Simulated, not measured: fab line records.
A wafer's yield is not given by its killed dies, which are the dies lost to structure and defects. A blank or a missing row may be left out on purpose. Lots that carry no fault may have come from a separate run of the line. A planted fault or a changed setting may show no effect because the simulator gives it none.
Chamber matching ; flow nand_harc ; pecvd-01 running NHARC_A_SLIT_DEP_25: 3 sister chambers
The step deposits SiO2, target thk 200 nm. 6 wafers are shown with their chamber, then 9 later ones without.

WAFERS, EACH WITH ITS CHAMBER
wafer;chamber;throttle_valve_pct (%);heater_power_w (W)
L086.2;1;15.3;508
L086.4;2;15.6;495
L086.6;0;15.7;434
L087.1;2;15.6;446
L087.2;1;15.6;540
L087.6;0;15.7;485

WAFERS WITH NO CHAMBER GIVEN
wafer;throttle_valve_pct (%);heater_power_w (W)
L091.2;15.8;466
L091.3;15.5;495
L091.6;15.7;512
L093.3;15.9;536
L093.5;15.9;523
L093.6;16.0;513
L095.1;15.8;514
L095.4;15.9;503
L095.5;15.8;513

THE CHAMBER EACH PASSED THROUGH
wafer;from the rows above;in truth
L091.2;can't be placed: 0 or 2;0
L091.3;can't be placed: 1 or 2 or 0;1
L091.6;can't be placed: 2 or 0 or 1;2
L093.3;can't be placed: 0 or 2 or 1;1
L093.5;can't be placed: 0 or 2 or 1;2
L093.6;can't be placed: 0 or 2 or 1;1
L095.1;can't be placed: 0 or 2 or 1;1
L095.4;can't be placed: 0 or 2 or 1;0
L095.5;can't be placed: 0 or 2 or 1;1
Placed correctly: 0 of 9. From these rows, 9 cannot be placed; in 9 the true chamber is one of the candidates. Wrongly placed: 0.
How it was worked out, from the rows above alone: a wafer's distance from a chamber is the root of the sum, over the readings, of the square of ((its reading less the chamber's mean) divided by the reading's scatter). The wafer belongs to the nearest chamber; if the next one is less than 2 further off, it can't be placed. A chamber's mean is the mean of its shown wafers. The scatter is the square root of a quotient: the sum, over the shown wafers, of each reading's squared deviation from its chamber's mean, divided by wafers minus chambers.
